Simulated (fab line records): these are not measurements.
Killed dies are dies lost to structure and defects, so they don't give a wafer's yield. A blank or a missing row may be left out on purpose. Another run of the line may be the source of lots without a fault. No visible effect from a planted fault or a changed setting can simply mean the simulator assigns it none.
Comparing a struck lot with a sound one || flow nand-harc || 34 out of 1302 route steps
Sound: these wafers, L950.2, L950.4, L950.6. Wafers struck: L940.2, L940.3, L940.6. The cause is given at the end.
Per side, at each step with rows, come the tool, then ch with its chambers, and then its first start. Under that, the readings that differ: sound wafers || struck wafers || difference of the means || sigmas: that difference in standard deviations of wafers without a fault.
alike: same words and numbers on both sides, and readings whose means sit less than 2 such deviations apart. not compared: any withheld reading, any reading some wafer has no value for, any bound like >300 that may hide the same value, and any number with overlapping values for which the record gives no deviation.
Wherever a step has rows on one side only, a row that says differs or no value, or a row with sigmas, the two part there. Numbers that don't overlap but have no deviation are shown without sigmas and don't part them. Lack of a reading on every wafer of one side parts them only where that side has two or more wafers.

NHARC_A_CHANNEL_FILL_D1_ALD_25: deposits SiOx, target thk 60 nm, pulse time 10 s, ald cycles 600.
  sound on ald-hk-01 ch 0,2,3, day 18 00:32; struck on ald-hk-04 ch 1,2,3, day 14 00:17
  alike: heater-power-w, precursor-pulse-height-rel, susceptor-temp-C
NHARC_A_CHANNEL_FILL_D1_ETCHBACK_08: etches the open film in C4F8, target depth 220 nm, time 110 s.
  sound on rie-diel-10 ch 1,2,3; struck on rie-diel-07 ch 2,3
{"reading": "oes-product-au (a.u.)", "sound": "0.91 0.92 0.94", "struck": "1.02 0.99 1.00", "difference": "+0.08", "sigmas": "+2"}
{"reading": "rf-vpp-V (V)", "sound": "436.1 441.0 436.4", "struck": "442.3 446.6 444.8", "difference": "+6.7", "sigmas": "+2"}
  not compared: rf-hours-counter-h
NHARC_A_CHANNEL_FILL_D1_STRIP_29: strips in O2, time 20 s.
  sound on rie-diel-10 ch 1,2; struck on rie-diel-07 ch 1,2, day 14 04:47
  alike: drypump-motor-current-A, oes-product-au, rf-vpp-V, showerhead-plenum-p-Torr, throttle-valve-pct
  not compared: rf-hours-counter-h
then, 5 steps without rows for these wafers: NHARC_A_CHANNEL_FILL_D1_PRECLEAN_30 (cleans in dHF, time 30 s); NHARC_A_CHANNEL_FILL_D1_SRD_31; NHARC_A_CHANNEL_FILL_D1_CVD_09 (deposits poly-Si, target thk 150 nm, time 3000 s); NHARC_A_CHANNEL_FILL_D1_CMP_10 (polishes, target thk 150 nm); NHARC_A_CHANNEL_FILL_D1_SRD_12.
NHARC_A_CHANNEL_FILL_D1_INSPECT_13:
  sound on defect-inspect-01 at day 18 11:02; struck on defect-inspect-01 at day 14 10:50
  alike: raw-defect-count
NHARC_A_DECK1_JOINT_ETCHBACK_07: etches the open film in HBr, target depth 105 nm, time 26.9 s.
  sound on rie-si-06 ch 0,2, day 18 11:06; struck on rie-si-04 ch 1,2,3, day 14 10:54
  alike: drypump-motor-current-A, oes-product-au, throttle-valve-pct
  not compared: rf-hours-counter-h
NHARC_A_DECK1_JOINT_ETCH_25: etches SiO2 in dHF, target depth 0.5 nm.
  sound on wet-bench-06 ch 1,4,5, day 18 11:14; struck on wet-bench-05 ch 5,6,7, day 14 11:04
then, 18 steps without rows for these wafers: NHARC_A_DECK1_JOINT_ETCH_19 (etches poly-Si in TMAH, target depth 3 nm); NHARC_A_DECK1_JOINT_ETCH_18 (etches SiO2 in dHF, target depth 3 nm); NHARC_A_DECK1_JOINT_WET_08 (chemistry H3PO4, time 86 s); NHARC_A_DECK1_JOINT_ETCH_09 (etches SiO2 in dHF, target depth 5 nm); NHARC_A_DECK1_JOINT_WET_10 (chemistry H3PO4, time 86 s); NHARC_A_DECK1_JOINT_ETCH_11 (etches SiO2 in dHF, target depth 35 nm); NHARC_A_DECK1_JOINT_CVD_12 (deposits poly-Si, target thk 90 nm, time 1800 s); NHARC_A_DECK1_JOINT_CMP_13 (polishes, target thk 51.023 nm); NHARC_A_DECK1_JOINT_SRD_04; NHARC_A_DECK1_JOINT_ETCHBACK_00 (etches the open film in HBr, target depth 30 nm, time 17.4 s); NHARC_A_DECK1_JOINT_PRECLEAN_30 (cleans in SC1); NHARC_A_DECK1_JOINT_SRD_31; NHARC_A_DECK1_JOINT_CVD_34 (deposits SiNx, target thk 20 nm); NHARC_A_DECK1_JOINT_DEP_06 (deposits SiOx, target thk 80 nm); NHARC_A_DECK1_JOINT_CURE_26 (time 32 s); NHARC_A_DECK1_JOINT_ANNEAL_27 (time 3600 s); NHARC_A_DECK1_JOINT_ANNEAL_28 (time 1800 s); NHARC_A_DECK1_JOINT_ANNEAL_29 (time 1800 s).
NHARC_A_DECK1_JOINT_CMP_02: polishes SiOx.
  sound on cmp-01 ch 0,1,2, day 20 03:17; struck on cmp-01 ch 0,3, day 15 23:05
  alike: edge-zone-pressure-frac, motor-current-A
then, 2 steps without rows for these wafers: NHARC_A_DECK1_JOINT_SRD_15; NHARC_A_DECK1_JOINT_DEP_16 (deposits SiO2, target thk 45 nm).
NHARC_A_DECK1_JOINT_INSPECT_05:
  sound on defect-inspect-01 at day 20 03:58; struck on defect-inspect-01 at day 15 23:47
{"reading": "raw-defect-count", "sound": "439 538 597", "struck": "292 254 228", "difference": -267, "sigmas": -2}
-- record jumps: 12 days between struck wafers' starts before vs after; left off in module A_DECK1_JOINT, resumes in module END, first step shown is number 1302 of the route --
NHARC_END_SORT_01:
  only the struck wafers appear in the record here, on prober-02 ch 0 at day 27 21:08; the sound ones have no rows

## WHERE THEY PART
At NHARC_A_CHANNEL_FILL_D1_ETCHBACK_08 first; at NHARC_END_SORT_01 last (within this record only).

WHY: whatever the simulator had introduced
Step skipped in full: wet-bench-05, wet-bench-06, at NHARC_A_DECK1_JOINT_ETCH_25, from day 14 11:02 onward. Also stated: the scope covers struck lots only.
